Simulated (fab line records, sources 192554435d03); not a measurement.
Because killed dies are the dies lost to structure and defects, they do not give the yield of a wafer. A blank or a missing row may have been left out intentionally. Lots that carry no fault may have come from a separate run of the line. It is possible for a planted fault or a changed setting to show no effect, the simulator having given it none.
Comparing a struck lot with a sound one + flow n5Finfet + 14 out of 1938 route steps
Sound: these wafers, L207.2, L207.3, L207.4. Struck: wafer L212.4 (L212.5, L212.6, from the same lot, were not struck and are left out); the cause is given at the end.
At each step with rows: each side's tool, then ch and its chambers, then its first start. Under that, the readings that differ: sound wafers + struck wafers + difference of the means + sigmas: that difference in standard deviations of wafers without a fault.
alike: words and numbers the same on both sides, and readings whose means are apart by under 2 such deviations; not compared: readings that were withheld, readings missing a value for some wafer, numbers with overlapping values and no deviation given by the record, and bounds like >300 which may hide the same value.
A row with sigmas, a row that says differs or no value, or rows on one side alone: a step with any of these is where the two part. When numbers do not overlap yet have no deviation, they are printed without sigmas and do not part them. A reading that every wafer of one side lacks parts them only if that side has two wafers or more.

first, 7 steps without rows for these wafers: N5_HKMG_FIN_COAT_30 (time 60 s, resist thk 35 nm); N5_HKMG_FIN_COAT_06 (resist thk 90 nm); N5_HKMG_FIN_EBR_08; N5_HKMG_FIN_SOFTBAKE_07 (time 60 s); N5_HKMG_FIN_EXPOSE_09 (exposes mask NWFM); N5_HKMG_FIN_PEB_10 (peb time 60 s); N5_HKMG_FIN_DEVELOP_11 (develop time 30 s).
N5_HKMG_FIN_CD_MEAS_12 targets a cd of 92.8 nm.
  sound on cdSem-01 ch 0, day 5 12:16; struck on cdSem-03 ch 0, day 6 16:04
  alike: cdNm
N5_HKMG_FIN_OVL_MEAS_13:
  sound on overlay-01 ch 0, day 5 12:17; struck on overlay-01 ch 0, day 6 16:05
  alike: NWFM_OVL
N5_HKMG_FIN_INSPECT_14: inspects for defects (macro).
  sound on defectInspect-02, day 5 12:19; struck on defectInspect-01, day 6 16:07
  alike: rawDefectCount
N5_HKMG_FIN_DESCUM_17: chemistry O2, time 7.9 s.
  sound on rieDiel-04 ch 2,3, day 5 12:23; struck on rieDiel-04 ch 2, day 6 16:08
  alike: drypumpMotorCurrentA, oesProductAu, rfVppV, showerheadPlenumPTorr, throttleValvePct
  not compared: rfHoursCounterH
N5_HKMG_FIN_ETCH_31: etches SiARC in CF4, target depth 45.5 nm, time 75.8 s.
  sound on rieDiel-04 ch 2,3, day 5 12:26; struck on rieDiel-04 ch 2, day 6 16:11
  alike: drypumpMotorCurrentA, etchRfOnTimeS, oesProductAu, rfVppV, showerheadPlenumPTorr, throttleValvePct
  not compared: rfHoursCounterH
N5_HKMG_FIN_ETCH_32: etches SOC in N2/H2, target depth 240 nm, time 300 s.
  sound on rieDiel-04 ch 2,3, day 5 12:29; struck on rieDiel-04 ch 2, day 6 16:14
| reading                                    | sound             | struck | difference | sigmas |
|--------------------------------------------|-------------------|--------|------------|--------|
| oesProductAu (a.u.)                        | 0.96 0.82 0.96    | 1.19   | +0.28      | +3     |
| model.HKMG_FIN.featureDepthNm (nm)         | 250.6 244.4 252.2 | 354.4  | +105.3     |        |
| model.etch.depthNm (nm)                    | 250.6 244.4 252.1 | 354.4  | +105.4     |        |
| model.SiARC_of_HKMG_FIN_COAT_30.thkNm (nm) | 20.4 20.8 20.4    | 14.4   | -6.1       |        |
  alike: drypumpMotorCurrentA, rfVppV, showerheadPlenumPTorr, throttleValvePct
  not compared: rfHoursCounterH
then, 1 step without rows for these wafers: N5_HKMG_FIN_STRIP_33 (strips in N2/H2).

WHERE THEY PART
Only at N5_HKMG_FIN_ETCH_32, as far as this record shows.

WHY: whatever the simulator had introduced
rieDiel-04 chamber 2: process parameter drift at N5_HKMG_FIN_ETCH_32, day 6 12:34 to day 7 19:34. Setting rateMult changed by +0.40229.
